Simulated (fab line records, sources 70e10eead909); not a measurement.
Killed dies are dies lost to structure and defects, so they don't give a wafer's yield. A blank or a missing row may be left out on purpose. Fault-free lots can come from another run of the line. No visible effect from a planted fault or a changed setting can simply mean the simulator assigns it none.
A lot that was struck, set against a sound lot | flow nandHarc | 15 steps out of a route of 1302
Sound: the wafers L556.1, L556.3, L556.5. Struck: wafer L568.3. (L568.4, L568.5 of the same lot were not struck and are left out.) The cause comes at the end.
Each step with rows lists, per side, the tool, then ch with its chambers, then its first start. Under that, the readings that differ: sound wafers | struck wafers | difference of the means | sigmas: that difference in standard deviations of wafers without a fault.
alike: readings whose means differ by less than 2 such deviations, and words and numbers that are the same on both sides. not compared: withheld readings, readings that some wafer has no value for, bounds like >300 that may hide the same value, and numbers for which the record gives no deviation and whose values overlap.
A row with sigmas, a row that says differs or no value, or rows on one side alone: a step with any of these is where the two part. When numbers do not overlap yet have no deviation, they are printed without sigmas and do not part them. A reading missing from all wafers of one side parts the sides only when that side holds two or more wafers.

NHARC_P_M1_CD_MEAS_09: target cd 130 nm.
  sound on cdSem-02 ch 0, day 6 11:29; struck on cdSem-02 ch 0, day 11 17:37
reading   | sound             | struck | difference | sigmas
cdNm (nm) | 129.4 129.8 129.2 | 131.1  | +1.6       | +3
NHARC_P_M1_OVL_MEAS_10: pitch 260 nm.
  sound on overlay-02 at day 6 11:34; struck on overlay-01 at day 11 17:42
  alike: overlayXNm, overlayYNm
NHARC_P_M1_INSPECT_11:
  sound on defectInspect-02 at day 6 11:36; struck on defectInspect-01 at day 11 17:44
reading        | sound | struck | difference | sigmas
rawDefectCount | 4 3 4 | 10     | +6         | +2
NHARC_P_M1_DESCUM_14: chemistry O2, time 3 s.
  sound on rieDiel-13 ch 0,1,3, day 6 11:40; struck on rieDiel-13 ch 1, day 11 17:49
  alike: drypumpMotorCurrentA, mfcArSccm, o2FlowSccm, oesProductAu, rfVppV, showerheadPlenumPTorr, throttleValvePct
  not compared: rfHoursCounterH
NHARC_P_M1_ETCH_35: etches the open film in N2/H2, target depth 40 nm, overetch 12 nm, time 43.94 s.
  sound on rieDiel-13 ch 0,1,2, day 6 11:45; struck on rieDiel-13 ch 1, day 11 17:58
reading             | sound             | struck | difference | sigmas
oesProductAu (a.u.) | 1.001 0.992 0.992 | 1.011  | +0.016     | +2
  alike: drypumpMotorCurrentA, mfcArSccm, rfVppV, showerheadPlenumPTorr, throttleValvePct
  not compared: rfHoursCounterH
NHARC_P_M1_ETCH_15: etches the open film in C4F8/Ar, target depth 182.5 nm, time 91.2 s.
  sound: rieDiel-13 ch 1,2; struck: rieDiel-13 ch 0
  alike: oesProductAu, rfVppV
  not compared: rfHoursCounterH
NHARC_P_M1_CD_MEAS_16:
  sound on cdSem-03 at day 6 11:58; struck on cdSem-03 at day 11 18:12
reading   | sound             | struck | difference | sigmas
cdNm (nm) | 129.0 129.6 129.5 | 130.7  | +1.3       | +2
then, 3 steps without rows for these wafers: NHARC_P_M1_STRIP_18 (strips in N2/H2); NHARC_P_M1_ETCH_28 (etches the open film in CF4/N2, target depth 30 nm, time 72.99 s); NHARC_P_M1_STRIP_19 (strips in post etch residue remover, time 600 s).
NHARC_P_M1_DEGAS_29: time 60 s.
  sound on pvdSputter-01 at day 6 12:43; struck on pvdSputter-02 at day 11 18:59
  alike: heaterPowerW
then, 1 step without rows for these wafers: NHARC_P_M1_PRE_CLEAN_30 (time 30 s).
NHARC_P_M1_PVD_20: deposits TaN, target thk 5 nm, time 8.06 s.
  sound on pvdSputter-01 at day 6 12:49; struck on pvdSputter-02 at day 11 19:06
reading   | sound          | struck | difference | sigmas
timeS (s) | 8.06 8.06 8.06 | 13.288 | +5.228     | 
  alike: throttleValvePct
NHARC_P_M1_PVD_21: deposits Cu, target thk 30 nm, time 20.49 s.
  sound on pvdSputter-01; struck on pvdSputter-02
  alike: throttleValvePct
  not compared: timeS
-- jump in the record: it breaks off in module P_M1 and resumes in module END (first step shown: number 1302 of the route), and 18 days separate the struck wafers' starts before and after --
NHARC_END_SORT_01:
  sound on prober-01 ch 0, day 25 01:36; struck on prober-01 ch 0, day 30 03:56
  alike: defectLimitedYield, killedAtArray, killedAtOther, killedAtPeriphery, killedDies, killedOpen, killedShort, sort_bin_2_pct, sort_bin_3_pct, sort_bin_4_pct, sortNPass, sortRimYieldPct, sortYieldPct

WHERE THEY PART
Earliest at NHARC_P_M1_CD_MEAS_09; latest, in this record, at NHARC_P_M1_CD_MEAS_16. Later steps at which nothing parts them and some readings are alike: NHARC_P_M1_DEGAS_29, NHARC_P_M1_PVD_20, NHARC_P_M1_PVD_21, NHARC_END_SORT_01.

WHY: what had been put in by the simulator
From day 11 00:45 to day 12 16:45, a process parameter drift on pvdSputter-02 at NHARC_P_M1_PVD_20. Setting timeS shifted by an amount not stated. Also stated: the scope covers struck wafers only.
